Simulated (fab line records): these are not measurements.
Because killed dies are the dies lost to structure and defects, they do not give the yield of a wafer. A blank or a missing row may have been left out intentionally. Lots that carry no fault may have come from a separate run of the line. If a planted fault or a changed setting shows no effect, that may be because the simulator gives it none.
A single fault, viewed from 2 desks :: flow n5-finfet :: only its own numbers are on each desk; what lay behind them is given at the end

DESK OF THE TOOL OWNER: litho-track-01
N5_PASSIVATION_PEB_28, tool's own readings: per-lot mean of the sampled wafers with a number, covering each lot this tool ran. A lot is out of limits, marked OUT, if its mean lies more than 4 standard deviations from the usual mean; the brackets give that distance.
Columns: A = exhaust-pa at N5_PASSIVATION_PEB_28, usual 44.9 Pa
lot: L323
first seen here: day 11 21:09
A: 45.4

lot: L333
first seen here: day 15 01:56
A: 44.3

lot: L340
first seen here: day 16 22:58
A: 44.2

lot: L344
first seen here: day 17 20:43
A: 44.9

lot: L346
first seen here: day 18 13:41
A: 45.3
Finding of this desk: none of the 5 lots has anything out of limits.

AT THE METROLOGY DESK
What the gauges read for every lot (on any tool): the sampled wafers with a number, averaged. A lot is out of limits, marked OUT, if its mean lies more than 4 standard deviations from the usual mean; the brackets give that distance.
Columns: A = cd-nm at N5_PASSIVATION_CD_MEAS_10, usual 3000.5 nm; B = cd-nm at N5_PASSIVATION_CD_MEAS_30, usual 4000.2 nm
lot: L323
first seen here: day 11 17:56
A: 3000.3
B: 4000.5

lot: L325
first seen here: day 12 03:07
A: 3003.5
B: 4002.4

lot: L329
first seen here: day 13 23:25
A: 3002.1
B: 4000.9

lot: L330
first seen here: day 14 20:29
A: 3000.4
B: 4000.6

lot: L333
first seen here: day 15 00:30
A: 2999.3
B: 4000.0

lot: L335
first seen here: day 15 15:19
A: 3003.2
B: 4000.5

lot: L338
first seen here: day 16 03:02
A: 2998.9
B: 3999.4

lot: L336
first seen here: day 16 04:57
A: 3001.4
B: 4001.0

lot: L340
first seen here: day 16 21:20
A: 2997.4
B: 4000.2

lot: L344
first seen here: day 17 18:12
A: 3000.9
B: 4002.1

lot: L346
first seen here: day 18 12:00
A: 3002.0
B: 4006.5 (+4.8) OUT
This desk finds L346 out of limits, L346 being first, at day 18 13:49 (cd-nm at N5_PASSIVATION_CD_MEAS_30). Within limits: L323, L325, L329, L330, L333, L335, L338, L336, L340, L344.

TAKEN TOGETHER
Metrology desk: alarm possible at day 18 13:49 on L346.
The tool owner's desk saw nothing out of limits.
Tool owner's desk: L346 on record, inside its limits.
The lots listed all ran N5_PASSIVATION_PEB_28 on litho-track-01.

WHAT WAS PUT IN BY THE SIMULATOR
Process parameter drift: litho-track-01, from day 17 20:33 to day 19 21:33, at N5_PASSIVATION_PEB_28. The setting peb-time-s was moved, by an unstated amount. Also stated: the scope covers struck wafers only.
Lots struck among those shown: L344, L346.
Delay in hours, fault start to first out-of-limits reading, per desk: metrology desk 17.
